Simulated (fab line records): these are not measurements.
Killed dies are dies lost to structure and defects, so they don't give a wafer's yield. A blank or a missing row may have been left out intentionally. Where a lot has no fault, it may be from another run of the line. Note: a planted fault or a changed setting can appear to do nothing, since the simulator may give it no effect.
Chamber matching    flow n5_finfet    rie_diel-06 running N5_BEOL_M8_STRIP_36: 4 sister chambers
The step strips in N2/H2. 4 wafers are shown with their chamber, then 9 later ones without.

WAFERS WITH THEIR CHAMBER
wafer   chamber  throttle_valve_pct (%)
L085.5  1        22.9
L084.2  2        23.2
L084.3  3        22.8
L084.4  0        24.1

WAFERS WHOSE CHAMBER IS MISSING
wafer   throttle_valve_pct (%)
L090.3  22.8
L090.4  23.3
L090.6  22.8
L093.1  22.8
L093.2  23.3
L093.6  22.8
L095.1  23.3
L095.3  24.1
L095.5  23.0

THE CHAMBER EACH PASSED THROUGH
wafer   from the rows above           in truth
L090.3  can't be placed: 3 or 1       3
L090.4  2                             2
L090.6  can't be placed: 3 or 1       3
L093.1  can't be placed: 3 or 1       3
L093.2  2                             2
L093.6  can't be placed: 3 or 1       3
L095.1  2                             2
L095.3  0                             0
L095.5  can't be placed: 1 or 2 or 3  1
Correctly placed: 4 of 9. These rows do not allow placing 5 (true chamber among the candidates in 5). 0 placed wrongly.
How it was worked out, from the rows above alone: a wafer's distance from a chamber is the root of the sum, over the readings, of the square of ((its reading less the chamber's mean) divided by the reading's scatter). If the next closest chamber is less than 2 further off than the closest, the wafer can't be placed; otherwise it belongs to the closest. For every chamber, the mean is computed from those of its wafers that are shown. The scatter: root of mean squared gap, hidden wafer to nearest shown wafer, with one shown wafer a chamber.
